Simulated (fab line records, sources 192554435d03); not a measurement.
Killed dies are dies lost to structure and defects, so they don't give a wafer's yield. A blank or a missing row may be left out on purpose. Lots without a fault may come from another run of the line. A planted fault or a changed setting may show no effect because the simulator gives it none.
One fault seen from 2 desks | flow n5_finfet | each desk has only its own numbers; what lay behind them comes last

THE METROLOGY DESK
What the gauges read, lot by lot, whatever tool the lot ran on: means of the sampled wafers that have a number. A lot is out of limits, marked OUT, if its mean lies more than 4 standard deviations from the usual mean; the brackets give that distance. Of its 13 readings 7 are shown: the one that was out of limits first, and those that lie furthest out on some lot.
Columns: A = DIBL_N at N5_BEOL_M4_RC_MEAS_101, usual 36.3 mV/V; B = IOFF_N at N5_BEOL_M4_RC_MEAS_101, usual 0.164 nA/um; C = SS_P at N5_BEOL_M4_RC_MEAS_101, usual 73.3 mV/dec; D = VT_N at N5_BEOL_M4_RC_MEAS_101, usual 249.4 mV; E = VT_P at N5_BEOL_M4_RC_MEAS_101, usual -250.0 mV; F = cd_nm at N5_BEOL_M9_CD_MEAS_11, usual 64.1 nm; G = cd_nm at N5_BEOL_M9_CD_MEAS_28, usual 70.02 nm
lot  | first seen here | A    | B     | C    | D     | E      | F    | G
L574 | day 9 02:45     | 34.9 | 0.142 | 72.9 | 250.5 | -254.1 | 64.9 | 69.56
L578 | day 9 11:40     | 35.1 | 0.130 | 72.6 | 253.3 | -249.3 | 64.6 | 69.91
L582 | day 10 14:32    | 35.5 | 0.165 | 73.5 | 248.4 | -250.2 | 63.6 | 70.01
L583 | day 10 17:22    | 37.1 | 0.180 | 74.2 | 249.8 | -249.2 | 63.9 | 69.99
L588 | day 12 05:11    | 35.1 | 0.143 | 72.9 | 250.4 | -249.4 | 64.2 | 75.03 (+20) OUT
L589 | day 12 18:50    | 35.6 | 0.174 | 73.4 | 248.4 | -251.7 | 64.1 | 69.93
L593 | day 13 12:11    | 36.8 | 0.179 | 73.6 | 246.4 | -248.6 | 63.8 | 70.06
L594 | day 13 14:47    | 38.4 | 0.189 | 73.2 | 248.2 | -250.1 | 64.0 | 70.12
L595 | day 13 19:11    | 37.0 | 0.173 | 73.9 | 249.9 | -250.6 | 64.0 | 69.90
This desk's finding: out of limits on L588; first on L588, day 14 02:53 (cd_nm at N5_BEOL_M9_CD_MEAS_28). In limits: L574, L578, L582, L583, L589, L593, L594, L595.

THE TOOL OWNER'S DESK: euv_scanner-02
The tool's own readings at N5_BEOL_M9_EXPOSE_25 (exposes mask V8): means of the sampled wafers that have a number, for each lot that ran on this tool. A lot is out of limits, marked OUT, if its mean lies more than 4 standard deviations from the usual mean; the brackets give that distance.
Columns: A = exposure_dose_mJ_cm2 at N5_BEOL_M9_EXPOSE_25, usual 37.3
lot  | first seen here | A
L574 | day 10 21:42    | 37.2
L578 | day 11 01:31    | 37.1
L582 | day 12 11:03    | 37.1
L588 | day 14 02:46    | 34.3 (-8.6) OUT
L589 | day 14 12:49    | 34.6 (-7.7) OUT
This desk's finding: out of limits on L588, L589; first on L588, day 14 02:46 (exposure_dose_mJ_cm2 at N5_BEOL_M9_EXPOSE_25). In limits: L574, L578, L582.

PUT TOGETHER
The tool owner's desk could have raised an alarm at day 14 02:46, on L588, L589.
The metrology desk could have raised an alarm at day 14 02:53, on L588.
The metrology desk has L589 on record, within its limits.
Of the lots named, all ran N5_BEOL_M9_EXPOSE_25 on euv_scanner-02.

WHAT THE SIMULATOR HAD PUT IN
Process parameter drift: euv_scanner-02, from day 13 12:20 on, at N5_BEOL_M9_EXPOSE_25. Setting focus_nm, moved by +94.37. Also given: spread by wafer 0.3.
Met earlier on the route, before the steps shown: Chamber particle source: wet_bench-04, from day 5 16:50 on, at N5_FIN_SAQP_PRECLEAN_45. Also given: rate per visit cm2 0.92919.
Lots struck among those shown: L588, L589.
Hours from the fault's start to each desk's first reading out of limits: the tool owner's desk, 14; the metrology desk, 15.
